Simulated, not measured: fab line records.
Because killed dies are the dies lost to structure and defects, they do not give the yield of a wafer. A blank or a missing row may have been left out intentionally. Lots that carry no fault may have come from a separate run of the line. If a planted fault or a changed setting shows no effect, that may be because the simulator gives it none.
Split-lot trial | flow n5 finfet | route with 1938 steps; 7 lots, 21 wafers read

== ABOUT THE SPLIT ==
At N5_BEOL_M1_COAT_61 (time 60 s, resist thk 60 nm), the setting spin rpm was moved away from the recipe's 1500 rpm on 5 of the 21 wafers read, by -4.9% to +8.5%. All remaining wafers had this setting at the recipe value.

== FROM THE SPLIT TO THE READING: what the file shows between them, 8 steps ==
- N5_BEOL_M1_COAT_62: time 60 s, resist thk 12 nm
- N5_BEOL_M1_COAT_73: time 60 s, resist thk 5 nm
- N5_BEOL_M1_ETCH_74: etches underlayer in N2/H2, target depth 6.5 nm, time 5.2 s
- N5_BEOL_M1_ETCH_63: etches SiARC in CF4, target depth 15.6 nm, time 26 s
- N5_BEOL_M1_ETCH_64: etches SOC in N2/H2, target depth 75 nm, overetch 15 nm, time 112.5 s
- N5_BEOL_M1_STRIP_65: strips in N2/H2
- N5_BEOL_M1_STRIP_75: strips in N2/H2
- N5_BEOL_M1_STRIP_66: strips in CF4

== THE READING ==
SOC_of_BEOL_M1_COAT_61.thk nm (the simulator's own value, which no gauge read), in nm, at N5_BEOL_M1_HM_OPEN_17 (chemistry Cl2/BCl3, target TiN, target depth 20 nm, overetch 6 nm). No usual value for it is given in the file. Here, 16 wafers ran the recipe; their average is 52.2 nm with a standard deviation of 0.32 nm.

wafer  | tool, chamber at the split | spin rpm as run, rpm | against the recipe | SOC_of_BEOL_M1_COAT_61.thk nm, nm | against lot-mates on the recipe
L076.3 | litho track-02, 0          | 1443                 | -3.8%              | 53                                | +1.0
L076.4 | litho track-02, 0          | 1443                 | -3.8%              | 53.2                              | +1.2
L076.5 | litho track-02, 0          | 1500                 | recipe             | 52                                | -
L078.2 | litho track-05, 0          | 1500                 | recipe             | 51.8                              | -
L078.3 | litho track-05, 0          | 1500                 | recipe             | 52.4                              | -
L078.4 | litho track-05, 0          | 1500                 | recipe             | 52                                | -
L080.2 | litho track-02, 0          | 1500                 | recipe             | 52                                | -
L080.3 | litho track-02, 0          | 1628                 | +8.5%              | 49.6                              | -2.4
L080.4 | litho track-02, 0          | 1628                 | +8.5%              | 49.6                              | -2.4
L083.2 | litho track-05, 0          | 1500                 | recipe             | 52.4                              | -
L083.3 | litho track-05, 0          | 1500                 | recipe             | 52.4                              | -
L083.6 | litho track-05, 0          | 1500                 | recipe             | 52.2                              | -
L084.1 | litho track-02, 0          | 1500                 | recipe             | 51.4                              | -
L084.2 | litho track-02, 0          | 1500                 | recipe             | 51.8                              | -
L084.3 | litho track-02, 0          | 1426                 | -4.9%              | 53.2                              | +1.6
L087.1 | litho track-02, 0          | 1500                 | recipe             | 52.4                              | -
L087.2 | litho track-02, 0          | 1500                 | recipe             | 52.4                              | -
L087.4 | litho track-02, 0          | 1500                 | recipe             | 52.4                              | -
L090.1 | litho track-05, 0          | 1500                 | recipe             | 52.6                              | -
L090.2 | litho track-05, 0          | 1500                 | recipe             | 52.6                              | -
L090.3 | litho track-05, 0          | 1500                 | recipe             | 52.4                              | -

FIT RESULTS
A straight line over all 21 wafers: SOC_of_BEOL_M1_COAT_61.thk nm changes by -0.281 nm for each +1% of spin rpm; r = -0.94; the points scatter about the line by 0.32 nm.
The same after taking each lot's own level away (the mean of its wafers on the recipe; 21 wafers): -0.288 nm for each +1%; r = -0.99; scatter 0.14 nm.
On that fit, the largest move of spin rpm shifts the reading by 2.5 nm.
The lots' own levels span 51.60 to 52.53 nm, that is 2.9 times the standard deviation above.
Hence the lot-to-lot level has little effect on the slope; both slopes agree.
Check: with one of the wafers moved furthest among these (+8.5%) left out of the fit, the line predicts -2.47 nm for it against its lot-mates. It came out at -2.4 nm against them.

== THESE WAFERS: OTHER SPLITS ==
Other splits were also applied to these wafers ahead of the reading. Each is held against what the fit with the lots' levels taken away leaves over:
other split on the same wafers    | wafers away from the commonest value | r with SOC_of_BEOL_M1_COAT_61.thk nm (lot level and that fit taken away)
N5_BEOL_M0_SAQP_PECVD_96 time s   | 8                                    | -0.04
N5_BEOL_M0_SAQP_ALD_48 ald cycles | 5                                    | +0.15
N5_BEOL_M1_PECVD_72 temp c        | 6                                    | +0.04

== THE WHOLE CHAIN: every reading that the file lists as answering this split, in the file's order ==
step                  | what it does                                                          | reading                                                                        | change (the file's fit)               | r (the file's)
N5_BEOL_M1_COAT_61    | time 60 s, resist thk 60 nm                                           | SOC_of_BEOL_M1_COAT_61.thk nm (the simulator's own value, which no gauge read) | -0.283 nm for each +1% of the setting | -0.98
N5_BEOL_M1_ETCH_64    | etches SOC in N2/H2, target depth 75 nm, overetch 15 nm, time 112.5 s | etch.depth nm (the simulator's own value, which no gauge read)                 | -0.284 nm for each +1% of the setting | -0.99
N5_BEOL_M1_HM_OPEN_17 | chemistry Cl2/BCl3, target TiN, target depth 20 nm, overetch 6 nm     | SOC_of_BEOL_M1_COAT_61.thk nm (the simulator's own value, which no gauge read) | -0.292 nm for each +1% of the setting | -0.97

== FILE'S OWN FIT ==
SOC_of_BEOL_M1_COAT_61.thk nm changes by -0.292 nm for each +1% of spin rpm, r = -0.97.
